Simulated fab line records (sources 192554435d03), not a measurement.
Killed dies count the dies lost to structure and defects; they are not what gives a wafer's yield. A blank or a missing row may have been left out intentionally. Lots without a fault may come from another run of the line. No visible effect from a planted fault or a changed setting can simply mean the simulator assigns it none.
What tool caused it?	flow n5_finfet	30 wafers from 10 lots sampled at 4 of the route's 1938 steps

WHAT THE GAUGES READ, wafer by wafer
The record holds no reading of a measuring or inspecting step that can be judged against a usual standard deviation.

WHAT TOOL EACH LOT RAN ON (gives the tool, then ch and the chambers of the sampled wafers, and finally the start)
lot	N5_BEOL_M6_ETCH_61	N5_BEOL_M6_HM_OPEN_17	N5_BEOL_M6_COAT_22	N5_BEOL_M6_ETCH_65
L346	rie_diel-03 ch 0,1,3, day 9 06:48	rie_metal-02 ch 0,1, day 9 07:04	litho_track-02 ch 0, day 9 08:08	rie_diel-02 ch 0,3, day 9 09:11
L349	rie_diel-01 ch 0,1,3, day 10 09:12	rie_metal-03 ch 0,1, day 10 09:27	litho_track-04 ch 0, day 10 10:20	rie_diel-03 ch 0,1,2, day 10 11:25
L350	rie_diel-01 ch 0,3, day 10 12:23	rie_metal-02 ch 0,1, day 10 12:38	litho_track-04 ch 0, day 10 14:33	rie_diel-03 ch 0,2, day 10 14:59
L352	rie_diel-02 ch 0,3, day 10 19:54	rie_metal-02 ch 0,1, day 10 20:08	litho_track-02 ch 0, day 10 20:24	rie_diel-01 ch 0,3, day 10 21:21
L351	rie_diel-03 ch 0,1,2, day 11 14:53	rie_metal-01 ch 0,1, day 11 15:08	litho_track-02 ch 0, day 11 16:55	rie_diel-02 ch 2,3, day 11 17:21
L356	rie_diel-01 ch 0,1, day 12 08:02	rie_metal-01 ch 0,1, day 12 08:18	litho_track-02 ch 0, day 12 10:15	rie_diel-01 ch 0,1, day 12 10:53
L364	rie_diel-02 ch 0,2,3, day 14 11:02	rie_metal-03 ch 0,1, day 14 11:17	litho_track-04 ch 0, day 14 13:08	rie_diel-03 ch 0,1,3, day 14 13:58
L365	rie_diel-02 ch 0,1, day 14 14:54	rie_metal-01 ch 0,1, day 14 15:09	litho_track-02 ch 0, day 14 17:19	rie_diel-01 ch 0,2, day 14 17:45
L366	rie_diel-01 ch 0,1,2, day 15 09:25	rie_metal-01 ch 0,1, day 15 09:39	litho_track-02 ch 0, day 15 11:23	rie_diel-02 ch 0,1,3, day 15 11:58
L368	rie_diel-02 ch 0,2,3, day 15 17:32	rie_metal-01 ch 0,1, day 15 17:48	litho_track-03 ch 0, day 15 18:01	rie_diel-03 ch 1,3, day 15 18:38
- N5_BEOL_M6_ETCH_61: etches SiARC in CF4, target depth 45.5 nm, time 75.8 s.
- N5_BEOL_M6_HM_OPEN_17: chemistry Cl2/BCl3, target TiN, target depth 20 nm, overetch 6 nm.
- N5_BEOL_M6_COAT_22: resist thk 30 nm.
- N5_BEOL_M6_ETCH_65: etches SiARC in CF4, target depth 15.6 nm, time 26 s.

AS READ BY THE TOOLS THEMSELVES (means over the sampled wafers that have a number; for cases with no such wafer, the mark the record gives instead)
N5_BEOL_M6_ETCH_61.
lot	tool	drypump_motor_current_A (A)	etch_rf_on_time_s (s)	oes_product_au (a.u.)	rf_vpp_V (V)	showerhead_plenum_p_Torr (Torr)	throttle_valve_pct (%)
L346	rie_diel-03	5.6	76.4	0.74	185.8	2.22	15.50
L349	rie_diel-01	5.8	75.4	0.73	183.6	2.20	15.34
L350	rie_diel-01	5.8	76.0	0.69	184.0	2.15	15.49
L352	rie_diel-02	5.8	75.4	0.71	184.5	2.16	15.73
L351	rie_diel-03	6.0	74.8	0.74	185.9	2.24	15.44
L356	rie_diel-01	5.6	73.9	0.75	185.7	2.21	15.30
L364	rie_diel-02	6.1	75.1	0.75	183.3	2.17	15.56
L365	rie_diel-02	5.6	75.7	0.73	183.9	2.15	15.60
L366	rie_diel-01	5.5	74.9	0.72	184.9	2.20	15.38
L368	rie_diel-02	6.1	74.9	0.73	184.6	2.17	15.57

N5_BEOL_M6_HM_OPEN_17.
lot	tool	bcl3_flow_sccm (sccm)	drypump_motor_current_A (A)	oes_product_au (a.u.)	throttle_valve_pct (%)
L346	rie_metal-02	21.84	5.5	0.73	22.04
L349	rie_metal-03	21.69	5.3	0.64	22.11
L350	rie_metal-02	21.74	5.5	0.72	22.04
L352	rie_metal-02	21.65	5.5	0.73	22.02
L351	rie_metal-01	21.76	6.1	0.65	22.23
L356	rie_metal-01	21.80	5.8	0.69	22.17
L364	rie_metal-03	21.72	5.3	0.62	22.15
L365	rie_metal-01	21.74	6.1	0.64	22.26
L366	rie_metal-01	21.83	6.1	0.64	22.23
L368	rie_metal-01	21.74	6.1	0.63	22.24

N5_BEOL_M6_COAT_22.
lot	tool	spin_speed_rpm (rpm)
L346	litho_track-02	1499.9
L349	litho_track-04	1499.8
L350	litho_track-04	1498.1
L352	litho_track-02	1500.2
L351	litho_track-02	1525.4
L356	litho_track-02	1527.4
L364	litho_track-04	1500.4
L365	litho_track-02	1499.8
L366	litho_track-02	1499.7
L368	litho_track-03	1498.9

N5_BEOL_M6_ETCH_65.
lot	tool	drypump_motor_current_A (A)	etch_rf_on_time_s (s)	oes_product_au (a.u.)	rf_vpp_V (V)	showerhead_plenum_p_Torr (Torr)	throttle_valve_pct (%)
L346	rie_diel-02	5.8	25.6	0.72	184.5	2.17	15.74
L349	rie_diel-03	6.0	26.1	0.76	184.7	2.24	15.43
L350	rie_diel-03	6.0	26.0	0.75	184.0	2.21	15.46
L352	rie_diel-01	5.7	25.6	0.74	184.7	2.17	15.40
L351	rie_diel-02	6.6	26.0	0.63	183.4	2.15	15.76
L356	rie_diel-01	5.7	25.8	0.74	184.8	2.23	15.24
L364	rie_diel-03	5.6	25.9	0.73	185.0	2.20	15.42
L365	rie_diel-01	5.3	26.0	0.73	184.2	2.18	15.44
L366	rie_diel-02	6.1	25.8	0.76	183.4	2.12	15.54
L368	rie_diel-03	5.7	25.6	0.73	184.4	2.23	15.43

THE ANSWER, worked out from the rows above alone
Rule: the usual values come from the lots themselves. The widest of any qualifying gaps counts: lots, ordered by their means at a reading, are off when they make up no more than a third of the lots, leave a main group of 4 or more, and stand apart from it by 3 or more times the standard deviation of that group's means. A main group whose means are all the same, to the digits that the tables above print for the reading, isn't used. Also off: a lot with no number at a reading for which 4 or more lots have one. Any other lot the step has rows for is counted as sound. The gauges are gone through in route order, then the tools' own readings, and for those a lot's mean is taken as printed above. At the first step where some lot is off, the reading lying furthest off is the one used; lots without a number count as furthest.
Off: L351, L356, at N5_BEOL_M6_COAT_22 (spin_speed_rpm). Mean 1499.6 rpm and standard deviation 0.7 in the main group.
A tool fits if, at that step or a process step before it, it ran every lot that is off, and no sound lot after the first of them. None of those tried fits.

WHAT HAD BEEN PUT IN BY THE SIMULATOR
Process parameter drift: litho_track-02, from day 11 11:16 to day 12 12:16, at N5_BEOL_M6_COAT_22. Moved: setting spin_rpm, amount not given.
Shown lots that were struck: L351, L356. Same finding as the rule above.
